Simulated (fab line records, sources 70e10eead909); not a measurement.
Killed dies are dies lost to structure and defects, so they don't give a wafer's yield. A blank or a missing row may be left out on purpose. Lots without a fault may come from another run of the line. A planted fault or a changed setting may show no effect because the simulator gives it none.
fab line records | flow nand_harc
record lots=24 wafers=72 last_day=34
route steps=1302 shown A_CONTACT@1055 A_M0@1156
lots that met no fault: from a run of the same line without faults
start_h: hours from the record's first day to the start of the lot's first wafer shown | wait_h: hours since the lot's step before | " the same as in the row above | L1.1+2: a row that stands for several wafers | - no value, or no start given | * or withheld: withheld | < > ~ a bound
route shown NAME@n: a module of which the file shows steps, and the number in the route of the first | usual: mean/standard deviation of fault-free wafers | same: alike in all rows | chamber/n: place in a boat | sites: the reading at each site | _std_site: their standard deviation | _edge_site: outer sites' mean less inner sites' | radius_mm: how far each site lies from the wafer's centre | mask NAME#n: copy n | behind: the tool/chamber that last shaped the wafer | hold: why the lot was held/for how many hours/how that ended | device: the transistor (n, p or np) that didn't switch | end of line: the same wafers' tests at the end of the route | a step without rows: its recipe alone | killed: dies lost to structure and defects at the first sort, not the wafer's yield | map: a wafer's dies, x killed, . not, _ none there
set.NAME: the setting as run; set.NAME@STEP: as run at that earlier step | model.NAME: the simulator's own value behind a step, which no gauge read
steps of the route over a sample of lots; a table a step, a row a wafer
services: from which hour (start_h, from the record's first day; less than 0 if before it) a tool's chamber was out of use, for how many hours, and why
## steps
# step NHARC_A_CONTACT_ETCH_132
# recipe source_w=withheld pressure_mtorr=20 bias_v=3000 time_s=197 target_depth_a=19240 ar_flow_sccm=withheld c4f8_flow_sccm=withheld o2_flow_sccm=withheld chemistry=C4F8/O2/Ar
# columns lot.wafer tool chamber start_h wait_h rf_hours_counter_h
L075.1 har_cap_etch-02 1 507.84 0.1 85
L075.3 " 0 " " -
L075.4 " 1 " " -
L074.2 har_cap_etch-02 1 512.94 0.1 87
L074.1 " 0 " " 87
L074.5 " 1 " " -
L076.2 har_cap_etch-01 0 520.24 0.1 1
L076.5 " 0 " " -
L076.6 " 1 " " -
L078.4 har_cap_etch-03 0 535.89 0.1 -
L078.3 " 1 " " -
L078.6 " 1 " " -
L077.2 har_cap_etch-02 0 536.16 0.1 92
L077.1 " 1 " " 92
L077.4 " 0 " " -
L080.1 har_cap_etch-01 1 552.34 0.1 7
L080.4 " 1 " " -
L080.6 " 1 " " -
L079.1 har_cap_etch-03 1 556.16 0.1 58
L079.2 " 0 " " 58
L079.6 " 0 " " -
L081.1 har_cap_etch-02 0 567.57 0.1 99
L081.4 " 0 " " -
L081.6 " 1 " " -
L082.2 har_cap_etch-02 0 592.43 0.1 100
L082.1 " 1 " " 100
L082.4 " 1 " " -
L083.2 har_cap_etch-03 1 607.27 0.1 65
L083.4 " 1 " " -
L083.5 " 0 " " -
L084.2 har_cap_etch-02 1 608.86 0.1 104
L084.4 " 0 " " -
L084.3 " 1 " " -
L086.2 har_cap_etch-03 0 612.30 0.1 67
L086.1 " 1 " " 67
L086.4 " 1 " " -
L085.1 har_cap_etch-02 1 620.71 0.1 108
L085.6 " 1 " " -
L085.5 " 0 " " -
L088.1 har_cap_etch-02 0 636.89 0.1 111
L088.4 " 0 " " -
L088.3 " 1 " " -
L087.2 har_cap_etch-03 0 639.29 0.1 72
L087.4 " 1 " " -
L087.6 " 1 " " -
L089.4 har_cap_etch-01 0 647.95 0.1 -
L089.3 " 1 " " -
L089.5 " 0 " " -
L090.1 har_cap_etch-01 0 658.93 0.1 26
L090.4 " 0 " " -
L090.6 " 0 " " -
L091.3 har_cap_etch-02 1 665.96 0.1 -
L091.5 " 1 " " -
L091.6 " 0 " " -
L094.2 har_cap_etch-02 0 692.40 0.2 120
L094.5 " 1 " " -
L094.6 " 0 " " -
L092.1 har_cap_etch-03 0 693.45 0.1 81
L092.5 " 1 " " -
L092.6 " 0 " " -
L093.2 har_cap_etch-01 1 698.61 0.1 31
L093.3 " 0 " " -
L093.6 " 0 " " -
L096.1 har_cap_etch-02 0 712.35 0.1 125
L096.3 " 1 " " -
L096.6 " 1 " " -
L095.2 har_cap_etch-01 1 715.46 0.1 36
L095.3 " 1 " " -
L095.6 " 0 " " -
L097.2 har_cap_etch-03 0 744.61 0.2 88
L097.6 " 0 " " -
L097.5 " 1 " " -
# step NHARC_A_CONTACT_ETCH_88
# recipe target_depth_a=390 over_etch_frac=0.3 time_s=65 ion_energy_ev=80 cf4_flow_sccm=150 ar_flow_sccm=0 rf_w=300 bias_w=100 chemistry=CF4
# usual drypump_motor_current_A=5.7/0.34 oes_product_au=1.000/0.011 rf_vpp_V=151.3/1.2 showerhead_plenum_p_Torr=1.77/0.075 throttle_valve_pct=13.284/0.0095
# columns lot.wafer tool chamber start_h wait_h drypump_motor_current_A oes_product_au rf_hours_counter_h rf_vpp_V showerhead_plenum_p_Torr throttle_valve_pct
L075.3 rie_diel-13 2 512.58 0.1 5.5 1.004 57 153.6 1.86 13.273
L075.4 " 0 " " 6.3 0.993 47 149.5 1.65 13.280
L075.1 " 1 " " 6.1 1.006 50 152.4 1.86 13.291
L074.1 rie_diel-06 0 518.14 0.1 5.9 0.990 4 153.0 1.79 13.288
L074.2 " 1 " " 5.4 0.993 4 149.9 1.74 13.294
L074.5 " 2 " " 5.6 1.004 - 153.0 1.86 13.292
L076.2 rie_diel-06 0 526.43 0.1 5.9 0.993 7 151.5 1.79 13.289
L076.5 " 1 " " 5.4 0.986 - 151.3 1.74 13.278
L076.6 " 2 " " 5.6 1.009 - 152.9 1.86 13.287
L078.4 rie_diel-13 3 540.83 0.1 5.2 1.010 5 152.9 1.83 13.274
L078.3 " 1 " " 6.1 1.019 6 152.5 1.86 13.277
L078.6 " 2 " " 5.5 1.006 - 151.7 1.86 13.300
L077.4 rie_diel-13 1 542.67 0.1 6.1 1.001 6 151.9 1.86 13.281
L077.2 " 3 " " 5.2 1.017 5 152.8 1.83 13.280
L077.1 " 0 " " 6.3 1.009 7 149.8 1.65 13.278
L080.4 rie_diel-13 2 561.24 0.1 5.5 0.995 9 151.9 1.85 13.270
L080.1 " 3 " " 5.2 1.009 10 151.5 1.83 13.279
L080.6 " 1 " " 6.1 1.006 - 151.2 1.86 13.290
L079.1 rie_diel-06 2 561.39 0.1 5.6 1.016 11 153.2 1.86 13.287
L079.2 " 3 " " 5.6 1.001 4 149.7 1.68 13.302
L079.6 " 0 " " 5.9 0.997 - 151.7 1.79 13.298
L081.4 rie_diel-06 2 572.43 0.1 5.5 1.001 12 151.8 1.86 13.291
L081.1 " 0 " " 5.9 0.991 13 151.2 1.79 13.275
L081.6 " 3 " " 5.6 0.991 - 150.5 1.68 13.291
L082.1 rie_diel-06 2 599.10 0.1 5.5 1.007 16 152.1 1.86 13.265
L082.2 " 3 " " 5.6 0.991 9 151.2 1.68 13.275
L082.4 " 1 " " 5.4 0.988 16 152.4 1.74 13.276
L083.4 rie_diel-13 3 611.95 0.1 5.2 1.013 27 150.6 1.82 13.282
L083.2 " 0 " " 6.3 1.013 26 148.8 1.64 13.294
L083.5 " 3 " " 5.2 1.014 - 152.2 1.82 13.260
L084.3 rie_diel-06 2 614.62 0.1 5.6 1.008 19 151.7 1.86 13.279
L084.2 " 3 " " 5.6 0.987 13 150.3 1.67 13.302
L084.4 " 0 " " 5.9 0.977 19 152.2 1.79 13.285
L086.4 rie_diel-06 3 617.19 0.1 5.6 0.994 13 150.0 1.67 13.280
L086.2 " 1 " " 5.4 0.990 19 150.1 1.74 13.275
L086.1 " 2 " " 5.6 1.004 20 152.1 1.86 13.288
L085.1 rie_diel-01 2 627.14 0.1 5.7 1.009 21 151.1 1.70 13.283
L085.6 " 0 " " 6.2 1.009 - 151.0 1.68 13.268
L085.5 " 1 " " 5.7 1.007 - 150.2 1.77 13.268
L088.1 rie_diel-06 1 647.48 0.1 5.4 0.997 26 149.9 1.73 13.282
L088.3 " 3 " " 5.6 1.004 20 151.2 1.67 13.280
L088.4 " 0 " " 5.9 0.992 26 151.1 1.79 13.289
L087.2 rie_diel-13 0 649.36 0.1 6.3 1.018 38 150.0 1.64 13.271
L087.4 " 2 " " 5.5 0.994 41 153.0 1.85 13.281
L087.6 " 0 " " 6.3 1.009 - 150.2 1.64 13.283
L089.4 rie_diel-06 2 652.96 0.1 5.5 0.998 29 152.9 1.86 13.279
L089.3 " 3 " " 5.6 1.008 22 150.6 1.67 13.302
L089.5 " 1 " " 5.4 1.004 - 150.5 1.73 13.288
L090.1 rie_diel-13 0 664.67 0.1 6.3 1.021 43 149.2 1.64 13.270
L090.4 " 2 " " 5.5 0.999 46 150.5 1.84 13.305
L090.6 " 1 " " 6.1 0.999 - 152.1 1.85 13.286
L091.3 rie_diel-01 3 673.09 0.1 5.1 0.987 34 151.4 1.79 13.292
L091.6 " 1 " " 5.6 0.993 - 151.3 1.77 13.296
L091.5 " 2 " " 5.7 0.994 - 150.9 1.69 13.292
L094.2 rie_diel-06 2 697.42 0.1 5.6 1.028 4 152.0 1.85 13.269
L094.5 " 3 " " 5.6 0.998 - 150.0 1.67 13.282
L094.6 " 0 " " 5.9 0.998 - 151.8 1.79 13.278
L092.1 rie_diel-01 3 700.71 0.1 5.1 0.978 43 150.0 1.78 13.287
L092.6 " 0 " " 6.2 1.001 - 149.2 1.67 13.278
L092.5 " 1 " " 5.7 0.989 - 149.5 1.76 13.285
L093.2 rie_diel-06 0 704.42 0.1 5.9 1.003 6 152.5 1.78 13.283
L093.3 " 2 " " 5.6 1.024 5 151.0 1.85 13.290
L093.6 " 3 " " 5.6 1.007 - 150.2 1.67 13.300
L096.3 rie_diel-13 2 717.31 0.1 5.5 1.005 5 151.8 1.84 13.295
L096.1 " 3 " " 5.2 1.001 5 152.2 1.81 13.282
L096.6 " 3 " " 5.2 0.993 - 154.7 1.81 13.277
L095.2 rie_diel-01 2 720.16 0.1 5.7 0.995 51 149.9 1.69 13.293
L095.3 " 0 " " 6.2 1.007 55 148.9 1.67 13.258
L095.6 " 1 " " 5.7 0.990 - 151.1 1.76 13.286
L097.2 rie_diel-01 0 751.98 0.1 6.2 1.007 3 149.2 1.67 13.283
L097.6 " 3 " " 5.2 1.004 - 151.2 1.78 13.281
L097.5 " 0 " " 6.2 0.992 - 150.6 1.67 13.273
# step NHARC_A_CONTACT_ETCH_31
# recipe target_depth_a=28000 over_etch_frac=0.3 time_s=728 ion_energy_ev=150 o2_flow_sccm=400 cos_flow_sccm=20 ar_flow_sccm=0 rf_w=500 bias_w=300 chemistry=O2/COS
# usual cos_flow_sccm=20.00/0.058 drypump_motor_current_A=5.7/0.35 oes_product_au=0.999/0.011 rf_vpp_V=314.3/2.1 showerhead_plenum_p_Torr=3.13/0.14 throttle_valve_pct=28.330/0.0088
# columns lot.wafer tool chamber start_h wait_h cos_flow_sccm drypump_motor_current_A oes_product_au rf_hours_counter_h rf_vpp_V showerhead_plenum_p_Torr throttle_valve_pct
L075.4 rie_diel-13 0 - - 19.98 6.3 1.005 47 309.7 2.91 28.327
L075.1 " 1 " " 20.00 6.1 1.008 50 318.0 3.29 28.328
L075.3 " 2 " " 19.87 5.5 1.005 57 315.7 3.28 28.339
L074.2 rie_diel-06 2 - - 20.07 5.6 0.997 5 316.9 3.29 28.327
L074.1 " 0 " " 19.95 5.9 0.981 5 315.3 3.17 28.336
L074.5 " 0 " " 19.85 5.9 0.979 - 314.8 3.17 28.321
L076.2 rie_diel-06 2 - - 19.99 5.5 1.009 7 316.8 3.29 28.321
L076.6 " 2 " " 19.95 5.6 1.014 - 316.3 3.29 28.335
L076.5 " 0 " " 20.08 5.9 0.979 - 315.8 3.16 28.334
L078.4 rie_diel-13 1 - - 19.99 6.1 1.016 6 317.1 3.29 28.331
L078.3 " 2 " " 19.98 5.5 0.995 4 317.8 3.28 28.327
L078.6 " 2 " " 20.03 5.5 0.992 - 316.1 3.28 28.302
L077.2 rie_diel-13 3 - - 20.00 5.2 1.020 5 315.0 3.23 28.314
L077.4 " 0 " " 19.99 6.3 1.019 7 309.7 2.91 28.329
L077.1 " 1 " " 20.04 6.1 1.017 7 317.0 3.28 28.334
L080.1 rie_diel-13 0 - - 19.97 6.3 1.012 12 311.3 2.90 28.333
L080.4 " 1 " " 19.96 6.1 1.007 11 317.1 3.28 28.345
L080.6 " 3 " " 20.00 5.2 1.013 - 315.6 3.22 28.340
L079.1 rie_diel-06 1 - - 19.95 5.4 0.983 11 314.6 3.07 28.339
L079.2 " 3 " " 20.01 5.6 0.980 4 311.1 2.96 28.316
L079.6 " 0 " " 20.06 5.9 1.000 - 315.8 3.16 28.332
L081.1 rie_diel-06 3 - - 20.02 5.6 0.984 6 311.9 2.96 28.326
L081.4 " 0 " " 20.07 5.9 0.997 13 312.9 3.16 28.330
L081.6 " 2 " " 20.07 5.6 1.005 - 317.1 3.29 28.320
L082.1 rie_diel-06 2 - - 19.99 5.5 0.999 16 315.2 3.28 28.328
L082.2 " 3 " " 19.98 5.6 0.991 9 311.4 2.95 28.331
L082.4 " 1 " " 19.94 5.4 0.984 16 313.7 3.06 28.327
L083.2 rie_diel-13 0 - - 19.97 6.3 1.011 27 310.6 2.90 28.331
L083.4 " 1 " " 20.00 6.1 1.003 30 316.0 3.27 28.320
L083.5 " 0 " " 19.93 6.3 1.006 - 311.3 2.90 28.336
L084.3 rie_diel-06 1 - - 20.07 5.4 0.993 19 312.6 3.06 28.331
L084.4 " 2 " " 20.04 5.6 1.009 19 316.0 3.28 28.334
L084.2 " 0 " " 20.03 5.9 0.999 20 314.5 3.16 28.321
L086.1 rie_diel-06 0 - - 19.98 5.9 0.990 20 314.9 3.16 28.333
L086.2 " 2 " " 19.98 5.6 1.009 20 315.7 3.28 28.339
L086.4 " 3 " " 19.95 5.6 0.986 14 311.9 2.95 28.351
L085.1 rie_diel-01 0 - - 20.01 6.1 1.011 21 311.4 2.96 28.330
L085.5 " 3 " " 20.06 5.1 1.002 - 315.0 3.16 28.340
L085.6 " 0 " " 20.04 6.2 0.997 - 312.1 2.96 28.338
L088.1 rie_diel-06 2 - - 19.98 5.6 0.996 27 317.0 3.28 28.319
L088.3 " 0 " " 19.93 5.9 0.988 27 312.2 3.15 28.337
L088.4 " 1 " " 20.02 5.4 0.986 27 314.0 3.06 28.318
L087.2 rie_diel-13 3 - - 19.97 5.2 1.000 40 314.5 3.21 28.327
L087.4 " 1 " " 20.01 6.2 1.002 41 315.0 3.27 28.329
L087.6 " 3 " " 19.95 5.2 1.001 - 315.3 3.21 28.337
L089.3 rie_diel-06 0 - - 19.99 5.9 0.986 28 315.4 3.15 28.333
L089.4 " 3 " " 19.99 5.6 0.997 22 312.6 2.95 28.328
L089.5 " 0 " " 20.05 5.9 0.978 - 315.1 3.15 28.329
L090.4 rie_diel-13 2 - - 20.05 5.5 1.002 46 316.8 3.26 28.323
L090.1 " 0 " " 19.97 6.3 1.011 43 310.3 2.89 28.324
L090.6 " 2 " " 20.04 5.5 1.004 - 317.8 3.26 28.326
L091.3 rie_diel-01 0 - - 20.10 6.2 1.006 37 312.6 2.96 28.330
L091.6 " 3 " " 19.97 5.1 0.990 - 314.7 3.16 28.352
L091.5 " 0 " " 20.07 6.2 1.005 - 311.7 2.96 28.331
L094.2 rie_diel-06 1 - - 20.13 5.4 0.995 5 313.5 3.06 28.322
L094.6 " 2 " " 20.06 5.6 1.017 - 316.5 3.27 28.340
L094.5 " 3 " " 19.95 5.6 1.003 - 312.2 2.95 28.346
L092.1 rie_diel-01 0 - - 20.05 6.2 0.991 48 311.9 2.95 28.335
L092.5 " 0 " " 20.03 6.2 0.999 - 312.6 2.95 28.333
L092.6 " 1 " " 19.96 5.6 0.974 - 314.3 3.11 28.328
L093.2 rie_diel-06 3 - - 20.02 5.7 0.997 5 311.6 2.95 28.325
L093.3 " 0 " " 20.02 5.9 0.995 7 314.1 3.15 28.335
L093.6 " 0 " " 20.03 5.9 1.000 - 314.2 3.15 28.329
L096.3 rie_diel-13 1 - - 19.92 6.1 1.006 7 315.9 3.26 28.332
L096.1 " 2 " " 20.01 5.5 1.001 5 316.0 3.25 28.331
L096.6 " 2 " " 20.01 5.5 1.006 - 316.0 3.25 28.346
L095.2 rie_diel-01 2 - - 20.03 5.7 1.001 51 311.9 2.98 28.331
L095.3 " 3 " " 20.01 5.1 0.990 52 314.1 3.15 28.340
L095.6 " 1 " " 19.96 5.7 1.001 - 313.2 3.11 28.338
L097.2 rie_diel-01 3 - - 20.04 5.1 0.996 4 314.3 3.14 28.331
L097.6 " 0 " " 20.01 6.2 0.993 - 311.8 2.94 28.327
L097.5 " 1 " " 19.93 5.7 0.987 - 312.0 3.11 28.314
# step NHARC_A_CONTACT_STRIP_26
# recipe o2_flow_sccm=500 ar_flow_sccm=0 bias_w=0 chemistry=O2
# usual drypump_motor_current_A=5.7/0.33 oes_product_au=0.998/0.0098 rf_vpp_V=57.8/0.78 showerhead_plenum_p_Torr=3.55/0.15 throttle_valve_pct=17.037/0.0092
# columns lot.wafer tool chamber start_h wait_h drypump_motor_current_A oes_product_au rf_hours_counter_h rf_vpp_V showerhead_plenum_p_Torr throttle_valve_pct
L075.1 rie_diel-06 1 - - 5.4 1.003 4 57.8 3.47 17.027
L075.3 " 2 " " 5.6 1.008 4 58.4 3.72 17.044
L075.4 " 2 " " 5.6 1.002 - 58.7 3.72 17.044
L074.1 rie_diel-06 0 - - 5.9 0.990 5 58.0 3.58 17.051
L074.2 " 2 " " 5.6 0.998 5 58.5 3.72 17.034
L074.5 " 1 " " 5.4 0.995 - 57.5 3.47 17.057
L076.2 rie_diel-06 2 - - 5.6 1.003 8 58.5 3.71 17.057
L076.6 " 0 " " 5.9 0.989 - 58.5 3.58 17.027
L076.5 " 2 " " 5.6 1.001 - 57.4 3.71 17.040
L078.3 rie_diel-01 0 - - 6.2 0.994 54 57.7 3.36 17.041
L078.4 " 0 " " 6.2 0.997 - 57.6 3.36 17.029
L078.6 " 1 " " 5.7 0.989 - 59.0 3.55 17.035
L077.2 rie_diel-01 0 - - 6.2 0.989 54 57.4 3.36 17.062
L077.1 " 1 " " 5.6 0.984 50 57.4 3.55 17.038
L077.4 " 3 " " 5.1 0.981 - 56.5 3.59 17.029
L080.4 rie_diel-06 2 - - 5.6 0.995 12 58.4 3.71 17.039
L080.1 " 0 " " 5.9 0.999 12 57.4 3.57 17.032
L080.6 " 1 " " 5.4 0.996 - 58.2 3.47 17.037
L079.2 rie_diel-06 2 - - 5.6 1.001 12 59.2 3.71 17.039
L079.1 " 0 " " 5.9 0.998 13 58.1 3.57 17.024
L079.6 " 2 " " 5.6 1.006 - 57.7 3.71 17.035
L081.4 rie_diel-06 3 - - 5.6 0.990 6 56.4 3.34 17.041
L081.1 " 0 " " 5.9 0.996 13 58.5 3.57 17.055
L081.6 " 2 " " 5.5 0.999 - 56.8 3.71 17.038
L082.1 rie_diel-13 2 - - 5.5 0.990 28 58.2 3.69 17.031
L082.4 " 0 " " 6.3 0.992 23 59.1 3.28 17.055
L082.2 " 1 " " 6.2 0.993 26 57.3 3.70 17.028
L083.2 rie_diel-13 1 - - 6.1 0.998 31 58.6 3.70 17.038
L083.4 " 2 " " 5.5 0.986 31 58.6 3.69 17.044
L083.5 " 1 " " 6.2 0.989 - 59.3 3.70 17.064
L084.3 rie_diel-06 3 - - 5.6 0.993 14 56.8 3.34 17.050
L084.2 " 0 " " 5.9 0.985 21 57.6 3.57 17.035
L084.4 " 2 " " 5.6 0.997 21 57.0 3.71 17.029
L086.1 rie_diel-06 2 - - 5.6 1.006 21 58.1 3.71 17.019
L086.2 " 0 " " 5.9 0.986 22 57.4 3.57 17.037
L086.4 " 1 " " 5.4 0.994 21 57.4 3.46 17.045
L085.1 rie_diel-13 1 - - 6.1 1.000 36 58.8 3.69 17.038
L085.6 " 0 " " 6.3 0.988 - 57.1 3.27 17.030
L085.5 " 1 " " 6.1 1.009 - 56.9 3.69 17.050
L088.1 rie_diel-06 0 - - 5.9 0.992 27 57.1 3.56 17.030
L088.3 " 1 " " 5.4 0.996 27 57.1 3.46 17.029
L088.4 " 2 " " 5.6 0.993 28 57.1 3.70 17.035
L087.2 rie_diel-01 0 - - 6.2 0.988 30 57.3 3.35 17.039
L087.4 " 2 " " 5.7 0.991 30 57.7 3.38 17.050
L087.6 " 1 " " 5.7 0.999 - 58.6 3.53 17.028
L089.3 rie_diel-13 1 - - 6.1 1.002 43 57.8 3.69 17.031
L089.4 " 2 " " 5.5 1.000 43 57.3 3.68 17.047
L089.5 " 1 " " 6.1 1.007 - 58.0 3.69 17.045
L090.1 rie_diel-13 3 - - 5.2 1.023 46 57.2 3.62 17.040
L090.4 " 0 " " 6.3 1.025 44 57.3 3.27 17.044
L090.6 " 0 " " 6.3 1.024 - 57.1 3.27 17.038
L091.3 rie_diel-06 1 - - 5.4 0.999 0 58.0 3.46 17.031
L091.6 " 2 " " 5.6 1.018 - 58.3 3.70 17.043
L091.5 " 3 " " 5.6 1.001 - 57.2 3.33 17.027
L094.2 rie_diel-06 2 - - 5.6 1.009 5 60.1 3.70 17.038
L094.6 " 2 " " 5.6 1.007 - 57.8 3.70 17.025
L094.5 " 3 " " 5.6 1.000 - 56.5 3.33 17.055
L092.1 rie_diel-06 2 - - 5.6 1.018 5 59.6 3.70 17.036
L092.5 " 1 " " 5.4 0.988 - 57.0 3.45 17.032
L092.6 " 2 " " 5.5 1.017 - 58.7 3.70 17.039
L093.2 rie_diel-06 0 - - 5.9 1.000 7 56.6 3.56 17.027
L093.3 " 1 " " 5.4 0.988 7 58.3 3.45 17.018
L093.6 " 0 " " 5.9 1.004 - 58.2 3.56 17.029
L096.1 rie_diel-13 1 - - 6.1 1.006 8 57.2 3.68 17.042
L096.3 " 2 " " 5.5 0.997 7 58.0 3.67 17.040
L096.6 " 1 " " 6.2 1.007 - 59.9 3.68 17.045
L095.2 rie_diel-13 0 - - 6.3 1.001 9 59.0 3.80 17.045
L095.3 " 1 " " 6.2 1.004 9 57.6 3.68 17.037
L095.6 " 2 " " 5.5 0.990 - 57.9 3.67 17.036
L097.2 rie_diel-06 3 - - 5.7 0.992 11 56.8 3.33 17.035
L097.6 " 1 " " 5.4 0.990 - 57.2 3.45 17.029
L097.5 " 2 " " 5.5 1.016 - 58.3 3.69 17.024
# step NHARC_A_CONTACT_CVD_19
# recipe target_thk_a=3000 temp_c=300 pressure_torr=40 wf6_flow_sccm=40 h2_flow_sccm=1600 ar_flow_sccm=1560 time_s=802 material=W
# usual heater_power_w=465/33 throttle_valve_pct=7.92/0.19
# columns lot.wafer tool chamber start_h wait_h heater_power_w since_wet_clean_h throttle_valve_pct
L075.1 cvd_w-01 1 - - 440 137 8.10
L075.3 " 1 " " 458 - 7.98
L075.4 " 0 " " 430 - 7.85
L074.1 cvd_w-02 0 - - 485 60 8.31
L074.2 " 1 " " 499 60 8.02
L074.5 " 1 " " 512 - 7.76
L076.2 cvd_w-02 1 - - 501 68 8.18
L076.6 " 1 " " 513 - 7.92
L076.5 " 0 " " 489 - 7.93
L078.4 cvd_w-01 0 - - 436 - 7.90
L078.3 " 1 " " 448 - 8.12
L078.6 " 1 " " 468 - 8.15
L077.1 cvd_w-01 0 - - 423 168 8.12
L077.2 " 1 " " 462 168 7.84
L077.4 " 1 " " 452 - 8.24
L080.1 cvd_w-02 1 - - 511 103 8.08
L080.4 " 0 " " 471 - 7.94
L080.6 " 0 " " 486 - 8.19
L079.1 cvd_w-01 1 - - 439 6 7.79
L079.2 " 0 " " 410 6 7.55
L079.6 " 0 " " 405 - 8.01
L081.1 cvd_w-01 0 - - 404 16 7.97
L081.4 " 0 " " 421 - 7.71
L081.6 " 0 " " 401 - 7.56
L082.2 cvd_w-02 1 - - 507 140 7.88
L082.1 " 0 " " 489 140 8.07
L082.4 " 1 " " 498 - 7.99
L083.2 cvd_w-02 0 - - 488 153 8.01
L083.4 " 0 " " 491 - 8.10
L083.5 " 0 " " 485 - 7.99
L084.2 cvd_w-02 1 - - 517 157 7.91
L084.4 " 1 " " 494 - 7.92
L084.3 " 0 " " 483 - 8.15
L086.2 cvd_w-01 1 - - 458 61 8.05
L086.1 " 0 " " 407 61 7.81
L086.4 " 1 " " 439 - 8.01
L085.1 cvd_w-01 1 - - 458 71 7.78
L085.5 " 1 " " 453 - 7.67
L085.6 " 0 " " 410 - 7.57
L088.1 cvd_w-01 1 - - 467 91 7.86
L088.4 " 0 " " 407 - 7.47
L088.3 " 1 " " 454 - 8.04
L087.2 cvd_w-02 0 - - 486 10 7.78
L087.4 " 1 " " 492 - 7.95
L087.6 " 0 " " 464 - 7.64
L089.4 cvd_w-01 1 - - 457 - 8.02
L089.3 " 0 " " 403 - 7.88
L089.5 " 0 " " 397 - 7.80
L090.1 cvd_w-02 1 - - 494 25 7.93
L090.4 " 1 " " 487 - 7.75
L090.6 " 0 " " 469 - 7.75
L091.3 cvd_w-02 1 - - 502 - 8.17
L091.6 " 0 " " 468 - 7.76
L091.5 " 1 " " 496 - 7.79
L094.2 cvd_w-01 1 - - 452 141 7.64
L094.5 " 0 " " 414 - 8.02
L094.6 " 1 " " 454 - 7.93
L092.1 cvd_w-02 1 - - 487 61 8.00
L092.5 " 1 " " 508 - 7.76
L092.6 " 0 " " 460 - 8.18
L093.2 cvd_w-02 0 - - 470 65 8.01
L093.3 " 1 " " 496 - 7.99
L093.6 " 0 " " 478 - 8.09
L096.1 cvd_w-01 1 - - 460 161 7.81
L096.3 " 1 " " 451 - 7.93
L096.6 " 0 " " 414 - 8.01
L095.2 cvd_w-02 0 - - 474 81 7.59
L095.3 " 0 " " 468 - 7.79
L095.6 " 0 " " 479 - 7.66
L097.2 cvd_w-02 1 - - 499 112 8.18
L097.5 " 1 " " 494 - 7.91
L097.6 " 0 " " 479 - 7.88
# step NHARC_A_M0_DEGAS_28
# recipe temp_c=250 time_s=60
# usual heater_power_w=328/38
# columns lot.wafer tool chamber start_h wait_h heater_power_w
L075.1 pvd_sputter-01 - 523.75 - 302
L075.4 " - " " 326
L075.3 " - " " 432
L074.2 pvd_sputter-02 - 529.93 - 276
L074.1 " - " " 311
L074.5 " - " " 346
L076.2 pvd_sputter-02 - 538.35 - 356
L076.5 " - " " 354
L076.6 " - " " 361
L078.3 pvd_sputter-01 - 552.16 - 444
L078.4 " - " " 340
L078.6 " - " " 308
L077.2 pvd_sputter-01 - 554.16 - 338
L077.4 " - " " 436
L077.1 " - " " 310
L080.4 pvd_sputter-03 - 572.74 - 298
L080.1 " - " " 320
L080.6 " - " " 306
L079.2 pvd_sputter-02 - 573.78 - 355
L079.1 " - " " 279
L079.6 " - " " 353
L081.4 pvd_sputter-03 - 583.55 - 313
L081.1 " - " " 297
L081.6 " - " " 310
L082.1 pvd_sputter-02 - 610.16 - 276
L082.2 " - " " 371
L082.4 " - " " 317
L083.2 pvd_sputter-03 - 623.29 - 302
L083.4 " - " " 288
L083.5 " - " " 309
L084.4 pvd_sputter-01 - 626.73 - 397
L084.2 " - " " 312
L084.3 " - " " 344
L086.1 pvd_sputter-02 - 628.94 - 318
L086.2 " - " " 274
L086.4 " - " " 342
L085.1 pvd_sputter-01 - 638.57 - 325
L085.5 " - " " 322
L085.6 " - " " 351
L088.3 pvd_sputter-01 - 658.45 - 298
L088.1 " - " " 345
L088.4 " - " " 398
L087.2 pvd_sputter-02 - 660.52 - 306
L087.4 " - " " 373
L087.6 " - " " 254
L089.3 pvd_sputter-03 - 664.27 - 297
L089.4 " - " " 296
L089.5 " - " " 304
L090.1 pvd_sputter-01 - 676.10 - 339
L090.4 " - " " 405
L090.6 " - " " 314
L091.3 pvd_sputter-03 - 684.34 - 294
L091.5 " - " " 306
L091.6 " - " " 301
L094.2 pvd_sputter-01 - 708.45 - 411
L094.5 " - " " 304
L094.6 " - " " 333
L092.1 pvd_sputter-01 - 712.34 - 412
L092.5 " - " " 328
L092.6 " - " " 346
L093.3 pvd_sputter-01 - 716.10 - 404
L093.2 " - " " 343
L093.6 " - " " 305
L096.3 pvd_sputter-01 - 729.12 - 327
L096.1 " - " " 421
L096.6 " - " " 320
L095.3 pvd_sputter-01 - 731.97 - 324
L095.2 " - " " 405
L095.6 " - " " 313
L097.2 pvd_sputter-03 - 763.22 - 289
L097.5 " - " " 296
L097.6 " - " " 318
## services
# columns tool chamber start_h hours kind
rie_diel-06 - 484.20 9.0 pm
rie_diel-13 1 492.24 6.6 repair
cvd_w-02 - 493.17 1.5 repair
rie_diel-13 0 495.00 16.7 repair
rie_diel-06 3 498.17 35.2 repair
cvd_w-02 - 502.22 1.1 repair
rie_diel-06 - 548.65 3.7 repair
rie_diel-01 - 557.90 9.0 pm
cvd_w-02 - 569.41 1.3 repair
pvd_sputter-01 - 582.00 10.0 pm
rie_diel-01 - 602.36 3.7 repair
rie_diel-13 0 622.90 4.5 repair
cvd_w-02 - 631.26 13.0 pm
rie_diel-06 - 661.20 9.0 pm
cvd_w-02 1 683.98 4.9 repair
rie_diel-01 1 684.60 2.9 repair
rie_diel-13 3 696.02 6.8 repair
rie_diel-13 - 696.06 9.0 pm
rie_diel-06 0 711.70 2.8 repair
rie_diel-13 3 717.71 16.0 repair
rie_diel-01 - 734.90 9.0 pm
rie_diel-13 0 739.94 11.8 repair
pvd_sputter-01 - 746.98 3.4 repair
rie_diel-13 0 762.42 6.2 repair
## key
fault none
